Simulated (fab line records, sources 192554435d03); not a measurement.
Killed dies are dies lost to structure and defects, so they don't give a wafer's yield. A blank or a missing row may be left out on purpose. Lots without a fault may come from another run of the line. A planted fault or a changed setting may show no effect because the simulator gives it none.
Chamber matching | flow n5_finfet | N5_MOL_CONTACT_COAG_STRIP_98 on rie_diel-04: 4 sister chambers
The step strips in N2/H2. 4 wafers are shown with their chamber, then 9 later ones without.

WAFERS WITH THEIR CHAMBER
wafer  | chamber | showerhead_plenum_p_Torr (Torr)
L080.6 | 0       | 3.37
L083.4 | 1       | 3.33
L089.4 | 3       | 3.46
L089.6 | 2       | 3.31

WAFERS WITHOUT THEIR CHAMBER
wafer  | showerhead_plenum_p_Torr (Torr)
L092.1 | 3.30
L092.4 | 3.31
L092.6 | 3.35
L095.4 | 3.30
L095.5 | 3.31
L095.6 | 3.35
L097.1 | 3.31
L097.4 | 3.30
L097.5 | 3.31

WHICH CHAMBER EACH WENT THROUGH
wafer  | from the rows above          | in truth
L092.1 | can't be placed: 2 or 1      | 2
L092.4 | can't be placed: 2 or 1      | 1
L092.6 | can't be placed: 0 or 1 or 2 | 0
L095.4 | can't be placed: 2 or 1      | 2
L095.5 | can't be placed: 2 or 1      | 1
L095.6 | can't be placed: 0 or 1 or 2 | 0
L097.1 | can't be placed: 2 or 1      | 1
L097.4 | can't be placed: 2 or 1      | 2
L097.5 | can't be placed: 2 or 1      | 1
Placed correctly: 0 of 9. Can't be placed from these rows: 9 (the true chamber is among the candidates in 9). Placed wrongly: 0.
How it was worked out, from the rows above alone: a wafer's distance from a chamber is the root of the sum, over the readings, of the square of ((its reading less the chamber's mean) divided by the reading's scatter). The wafer belongs to the nearest chamber; if the next one is less than 2 further off, it can't be placed. A chamber's mean is the mean of its shown wafers. The scatter: with one shown wafer a chamber, the root of the mean of the squares of how far each hidden wafer lies from its nearest shown one.
